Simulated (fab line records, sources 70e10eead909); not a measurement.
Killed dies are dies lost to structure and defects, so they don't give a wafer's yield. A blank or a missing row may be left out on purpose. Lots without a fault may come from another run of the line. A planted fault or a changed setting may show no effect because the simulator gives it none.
Chamber matching | flow nand_harc | NHARC_A_CHANNEL_HOLE_D1_ETCH_38 on rie_diel-10: 4 sister chambers
The step etches the open film in CF4, target depth 39 nm, time 65 s. 22 wafers are shown with their chamber, then 11 later ones without.

WAFERS WITH THEIR CHAMBER
wafer  | chamber | rf_vpp_V (V) | oes_product_au (a.u.) | throttle_valve_pct (%)
L076.1 | 3       | 152.3        | 0.995                 | 13.285
L076.2 | 1       | 149.8        | 0.989                 | 13.293
L076.6 | 1       | 150.1        | 0.998                 | 13.283
L079.1 | 3       | 152.8        | 0.988                 | 13.283
L079.2 | 1       | 151.0        | 0.988                 | 13.289
L079.3 | 2       | 150.2        | 0.993                 | 13.281
L079.4 | 0       | 149.4        | 1.005                 | 13.293
L079.5 | 0       | 149.7        | 1.003                 | 13.288
L079.6 | 1       | 149.5        | 0.985                 | 13.284
L080.1 | 0       | 152.0        | 0.997                 | 13.278
L080.2 | 1       | 150.5        | 0.988                 | 13.290
L080.4 | 2       | 149.4        | 0.973                 | 13.292
L080.3 | 3       | 152.0        | 0.976                 | 13.289
L080.5 | 1       | 150.6        | 0.974                 | 13.281
L080.6 | 2       | 152.0        | 0.985                 | 13.276
L081.2 | 1       | 150.3        | 0.995                 | 13.280
L081.4 | 0       | 149.9        | 1.013                 | 13.276
L081.6 | 1       | 148.8        | 0.985                 | 13.286
L081.1 | 3       | 155.4        | 0.994                 | 13.283
L081.3 | 2       | 149.7        | 0.980                 | 13.282
L081.5 | 2       | 149.9        | 0.982                 | 13.285
L083.2 | 0       | 150.3        | 1.009                 | 13.288

SIGNATURES (means of the wafers above)
reading            | chamber 0 | chamber 1 | chamber 2 | chamber 3 | scatter within a chamber
rf_vpp_V           | 150.260   | 150.075   | 150.240   | 153.125   | 1.03
oes_product_au     | 1.00540   | 0.98775   | 0.98260   | 0.98825   | 0.00727
throttle_valve_pct | 13.28460  | 13.28575  | 13.28320  | 13.28500  | 0.00538
Rule: a wafer's distance from a chamber is the root of the sum, over the readings, of the square of ((its reading less the chamber's mean) divided by the reading's scatter). The wafer belongs to the nearest chamber; if the next one is less than 2 further off, it can't be placed. The scatter: the root of (the sum of the squares of (reading less its chamber's mean) over the shown wafers, divided by (wafers less chambers)).

WAFERS WITHOUT THEIR CHAMBER
wafer  | rf_vpp_V (V) | oes_product_au (a.u.) | throttle_valve_pct (%)
L083.5 | 152.9        | 0.993                 | 13.268
L083.6 | 150.8        | 0.978                 | 13.298
L084.2 | 149.9        | 0.986                 | 13.284
L084.3 | 149.9        | 0.983                 | 13.284
L084.5 | 149.3        | 0.991                 | 13.267
L086.1 | 150.3        | 0.985                 | 13.283
L086.2 | 150.7        | 0.987                 | 13.295
L086.5 | 151.0        | 1.001                 | 13.290
L091.2 | 149.0        | 0.986                 | 13.278
L091.4 | 150.4        | 1.004                 | 13.284
L091.6 | 149.5        | 1.005                 | 13.299

WHICH CHAMBER EACH WENT THROUGH
wafer  | from the rows above               | in truth
L083.5 | can't be placed: 3 or 2 or 1 or 0 | 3
L083.6 | can't be placed: 1 or 2 or 3 or 0 | 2
L084.2 | can't be placed: 1 or 2           | 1
L084.3 | can't be placed: 2 or 1           | 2
L084.5 | can't be placed: 2 or 1 or 0 or 3 | 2
L086.1 | can't be placed: 2 or 1           | 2
L086.2 | can't be placed: 1 or 2 or 3 or 0 | 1
L086.5 | can't be placed: 0 or 1 or 3 or 2 | 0
L091.2 | can't be placed: 2 or 1 or 0      | 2
L091.4 | 0                                 | 0
L091.6 | can't be placed: 0 or 1 or 2      | 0
Placed correctly: 1 of 11. Can't be placed from these rows: 10 (the true chamber is among the candidates in 10). Placed wrongly: 0.
